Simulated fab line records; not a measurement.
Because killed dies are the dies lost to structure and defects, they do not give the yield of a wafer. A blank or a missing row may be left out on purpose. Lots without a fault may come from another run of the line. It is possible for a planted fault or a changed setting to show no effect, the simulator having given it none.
Matching of chambers :: flow n5-finfet :: rie-diel-02 running N5_BEOL_M8_ETCH_65: 4 sister chambers
The step etches SiARC in CF4, target depth 15.6 nm, time 26 s. 8 wafers are shown with their chamber, then 11 later ones without.

## EACH WAFER AND ITS CHAMBER
wafer: L079.3
chamber: 1
showerhead-plenum-p-Torr (Torr): 2.21
drypump-motor-current-A (A): 5.7

wafer: L080.4
chamber: 0
showerhead-plenum-p-Torr (Torr): 2.04
drypump-motor-current-A (A): 5.6

wafer: L080.5
chamber: 2
showerhead-plenum-p-Torr (Torr): 2.23
drypump-motor-current-A (A): 5.7

wafer: L084.5
chamber: 0
showerhead-plenum-p-Torr (Torr): 2.03
drypump-motor-current-A (A): 5.6

wafer: L084.6
chamber: 1
showerhead-plenum-p-Torr (Torr): 2.20
drypump-motor-current-A (A): 5.8

wafer: L087.4
chamber: 3
showerhead-plenum-p-Torr (Torr): 2.04
drypump-motor-current-A (A): 5.6

wafer: L087.6
chamber: 2
showerhead-plenum-p-Torr (Torr): 2.22
drypump-motor-current-A (A): 5.7

wafer: L089.1
chamber: 3
showerhead-plenum-p-Torr (Torr): 2.03
drypump-motor-current-A (A): 5.6

## WAFERS WITHOUT THEIR CHAMBER
wafer: L089.2
showerhead-plenum-p-Torr (Torr): 2.21
drypump-motor-current-A (A): 5.6

wafer: L089.3
showerhead-plenum-p-Torr (Torr): 2.19
drypump-motor-current-A (A): 5.7

wafer: L093.1
showerhead-plenum-p-Torr (Torr): 2.19
drypump-motor-current-A (A): 5.8

wafer: L093.4
showerhead-plenum-p-Torr (Torr): 2.28
drypump-motor-current-A (A): 5.6

wafer: L093.5
showerhead-plenum-p-Torr (Torr): 2.21
drypump-motor-current-A (A): 5.6

wafer: L082.1
showerhead-plenum-p-Torr (Torr): 2.03
drypump-motor-current-A (A): 5.6

wafer: L082.3
showerhead-plenum-p-Torr (Torr): 2.28
drypump-motor-current-A (A): 5.6

wafer: L082.6
showerhead-plenum-p-Torr (Torr): 2.03
drypump-motor-current-A (A): 5.6

wafer: L096.3
showerhead-plenum-p-Torr (Torr): 2.03
drypump-motor-current-A (A): 5.6

wafer: L096.4
showerhead-plenum-p-Torr (Torr): 2.28
drypump-motor-current-A (A): 5.6

wafer: L096.6
showerhead-plenum-p-Torr (Torr): 2.21
drypump-motor-current-A (A): 5.7

## CHAMBER TAKEN BY EACH
wafer: L089.2
from the rows above: can't be placed: 2 or 1
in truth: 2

wafer: L089.3
from the rows above: 1
in truth: 1

wafer: L093.1
from the rows above: 1
in truth: 1

wafer: L093.4
from the rows above: 2
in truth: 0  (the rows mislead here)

wafer: L093.5
from the rows above: can't be placed: 2 or 1
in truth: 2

wafer: L082.1
from the rows above: can't be placed: 0 or 3
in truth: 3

wafer: L082.3
from the rows above: 2
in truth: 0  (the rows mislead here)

wafer: L082.6
from the rows above: can't be placed: 0 or 3
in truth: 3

wafer: L096.3
from the rows above: can't be placed: 0 or 3
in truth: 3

wafer: L096.4
from the rows above: 2
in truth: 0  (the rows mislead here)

wafer: L096.6
from the rows above: can't be placed: 1 or 2
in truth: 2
Correctly placed: 2 of 11. Not placeable from these rows: 6 (in 6, the candidates include the true chamber). Wrongly placed: 3.
How it was worked out, from the rows above alone: a wafer's distance from a chamber is the root of the sum, over the readings, of the square of ((its reading less the chamber's mean) divided by the reading's scatter). If the next closest chamber is less than 2 further off than the closest, the wafer can't be placed; otherwise it belongs to the closest. Each chamber's mean is taken over the wafers shown for it. How the scatter is found: for the shown wafers, subtract from each reading the mean of its chamber, square and add these, divide the total by (wafers less chambers), then take the root.
